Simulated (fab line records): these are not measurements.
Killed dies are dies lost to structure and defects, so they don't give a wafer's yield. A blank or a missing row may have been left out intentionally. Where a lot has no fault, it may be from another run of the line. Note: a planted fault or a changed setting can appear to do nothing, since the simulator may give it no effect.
Split-lot trial || flow n5 finfet || 21 wafers read across 7 lots, on a route 1938 steps long

== SPLIT DETAILS ==
At N5_FIN_SAQP_FIN_ETCH_36 (etches the open film in HBr/Cl2/O2, target depth 120 nm, time 50.4 s), the setting icp w was moved away from the recipe's 800 W on 7 of the 21 wafers read, by +6.1% to +15.0%. This setting was run at the recipe's value on the other wafers.

== FROM THE SPLIT TO THE READING: what the file shows between them, 3 steps ==
- N5_FIN_SAQP_PRECLEAN_38: cleans in O3/DIW, time 45 s
- N5_FIN_SAQP_PRECLEAN_45: cleans in dHF, time 10 s
- N5_FIN_SAQP_SRD_39: time 30 s

== THE READING ==
trench depth nm, in nm, at N5_FIN_SAQP_OCD_MEAS_76. Typical for fault-free wafers on this fab line: 120.4 nm, with standard deviation 1.3 nm.

{"wafer": "L075.1", "tool, chamber at the split": "rie si-04, 3", "icp w as run, W": 800, "against the recipe": "recipe", "trench depth nm, nm": 121.5, "against lot-mates on the recipe": "-"}
{"wafer": "L075.3", "tool, chamber at the split": "rie si-04, 0", "icp w as run, W": 919.9, "against the recipe": "+15.0%", "trench depth nm, nm": 129.5, "against lot-mates on the recipe": "+8.0"}
{"wafer": "L075.6", "tool, chamber at the split": "rie si-04, 0", "icp w as run, W": 919.9, "against the recipe": "+15.0%", "trench depth nm, nm": 131.0, "against lot-mates on the recipe": "+9.5"}
{"wafer": "L081.2", "tool, chamber at the split": "rie si-01, 3", "icp w as run, W": 800, "against the recipe": "recipe", "trench depth nm, nm": 119.6, "against lot-mates on the recipe": "-"}
{"wafer": "L081.5", "tool, chamber at the split": "rie si-01, 0", "icp w as run, W": 870.7, "against the recipe": "+8.8%", "trench depth nm, nm": 125.2, "against lot-mates on the recipe": "+4.4"}
{"wafer": "L081.6", "tool, chamber at the split": "rie si-01, 1", "icp w as run, W": 800, "against the recipe": "recipe", "trench depth nm, nm": 122.1, "against lot-mates on the recipe": "-"}
{"wafer": "L083.1", "tool, chamber at the split": "rie si-04, 3", "icp w as run, W": 800, "against the recipe": "recipe", "trench depth nm, nm": 120.7, "against lot-mates on the recipe": "-"}
{"wafer": "L083.3", "tool, chamber at the split": "rie si-04, 0", "icp w as run, W": 848.7, "against the recipe": "+6.1%", "trench depth nm, nm": 122.7, "against lot-mates on the recipe": "+1.4"}
{"wafer": "L083.4", "tool, chamber at the split": "rie si-04, 1", "icp w as run, W": 800, "against the recipe": "recipe", "trench depth nm, nm": 121.9, "against lot-mates on the recipe": "-"}
{"wafer": "L086.2", "tool, chamber at the split": "rie si-03, 0", "icp w as run, W": 800, "against the recipe": "recipe", "trench depth nm, nm": 120.9, "against lot-mates on the recipe": "-"}
{"wafer": "L086.4", "tool, chamber at the split": "rie si-03, 1", "icp w as run, W": 800, "against the recipe": "recipe", "trench depth nm, nm": 120.2, "against lot-mates on the recipe": "-"}
{"wafer": "L086.6", "tool, chamber at the split": "rie si-03, 3", "icp w as run, W": 800, "against the recipe": "recipe", "trench depth nm, nm": 121.4, "against lot-mates on the recipe": "-"}
{"wafer": "L088.1", "tool, chamber at the split": "rie si-01, 3", "icp w as run, W": 800, "against the recipe": "recipe", "trench depth nm, nm": 119.0, "against lot-mates on the recipe": "-"}
{"wafer": "L088.3", "tool, chamber at the split": "rie si-01, 1", "icp w as run, W": 867.5, "against the recipe": "+8.4%", "trench depth nm, nm": 126.9, "against lot-mates on the recipe": "+7.9"}
{"wafer": "L088.6", "tool, chamber at the split": "rie si-01, 2", "icp w as run, W": 867.5, "against the recipe": "+8.4%", "trench depth nm, nm": 125.5, "against lot-mates on the recipe": "+6.5"}
{"wafer": "L093.1", "tool, chamber at the split": "rie si-04, 2", "icp w as run, W": 800, "against the recipe": "recipe", "trench depth nm, nm": 120.4, "against lot-mates on the recipe": "-"}
{"wafer": "L093.2", "tool, chamber at the split": "rie si-04, 1", "icp w as run, W": 850.1, "against the recipe": "+6.3%", "trench depth nm, nm": 127.3, "against lot-mates on the recipe": "+6.3"}
{"wafer": "L093.4", "tool, chamber at the split": "rie si-04, 3", "icp w as run, W": 800, "against the recipe": "recipe", "trench depth nm, nm": 121.5, "against lot-mates on the recipe": "-"}
{"wafer": "L095.2", "tool, chamber at the split": "rie si-01, 1", "icp w as run, W": 800, "against the recipe": "recipe", "trench depth nm, nm": 121.0, "against lot-mates on the recipe": "-"}
{"wafer": "L095.4", "tool, chamber at the split": "rie si-01, 3", "icp w as run, W": 800, "against the recipe": "recipe", "trench depth nm, nm": 118.1, "against lot-mates on the recipe": "-"}
{"wafer": "L095.6", "tool, chamber at the split": "rie si-01, 0", "icp w as run, W": 800, "against the recipe": "recipe", "trench depth nm, nm": 118.3, "against lot-mates on the recipe": "-"}

THE FIT
A straight line over all 21 wafers: trench depth nm changes by +0.652 nm for each +1% of icp w; r = +0.93; the points scatter about the line by 1.4 nm.
The same after taking each lot's own level away (the mean of its wafers on the recipe; 21 wafers): +0.624 nm for each +1%; r = +0.93; scatter 1.3 nm.
On that fit, the largest move of icp w shifts the reading by 9.4 nm.
The span of the lots' own levels, 119.00 to 121.50 nm, comes to 1.9 times the standard deviation stated above.
The two slopes agree, so the slope changes little with the lot-to-lot level.
Check: with one of the wafers moved furthest among these (+15.0%) left out of the fit, the line predicts +10.1 nm for it against its lot-mates. It came out at +8 nm against them.

== THESE WAFERS: OTHER SPLITS ==
Other splits were also applied to these wafers ahead of the reading. Each is held against what the fit with the lots' levels taken away leaves over:
{"other split on the same wafers": "N5_ZERO_LAYER_EXPOSE_08 dose mj", "wafers away from the commonest value": 6, "r with trench depth nm (lot level and that fit taken away)": "+0.19"}
{"other split on the same wafers": "N5_WELL_APT_COAT_02 spin rpm", "wafers away from the commonest value": 9, "r with trench depth nm (lot level and that fit taken away)": "+0.01"}
{"other split on the same wafers": "N5_PMOS_HMC_CHANNEL_EPI_PEB_07 peb time s", "wafers away from the commonest value": 7, "r with trench depth nm (lot level and that fit taken away)": "+0.17"}
{"other split on the same wafers": "N5_PMOS_HMC_CHANNEL_EPI_DEVELOP_08 develop time s", "wafers away from the commonest value": 8, "r with trench depth nm (lot level and that fit taken away)": "+0.25"}
{"other split on the same wafers": "N5_FIN_SAQP_COAT_49 spin rpm", "wafers away from the commonest value": 11, "r with trench depth nm (lot level and that fit taken away)": -0.33}
{"other split on the same wafers": "N5_FIN_SAQP_DEVELOP_15 develop time s", "wafers away from the commonest value": 6, "r with trench depth nm (lot level and that fit taken away)": "+0.03"}

== THE WHOLE CHAIN: every reading that the file lists as answering this split, in the file's order ==
{"step": "N5_FIN_SAQP_FIN_ETCH_36", "what it does": "etches the open film in HBr/Cl2/O2, target depth 120 nm, time 50.4 s", "reading": "etch.depth nm (the simulator's own value, which no gauge read)", "change (the file's fit)": "+0.614 nm for each +1% of the setting", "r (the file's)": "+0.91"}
{"step": "N5_FIN_SAQP_FIN_ETCH_36", "what it does": "etches the open film in HBr/Cl2/O2, target depth 120 nm, time 50.4 s", "reading": "FIN_SAQP.feature depth nm (the simulator's own value, which no gauge read)", "change (the file's fit)": "+0.613 nm for each +1% of the setting", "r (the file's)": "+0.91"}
{"step": "N5_FIN_SAQP_OCD_MEAS_76", "what it does": "", "reading": "trench depth nm", "change (the file's fit)": "+0.617 nm for each +1% of the setting", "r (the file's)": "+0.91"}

== FILE'S OWN FIT ==
trench depth nm changes by +0.617 nm for each +1% of icp w, r = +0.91.
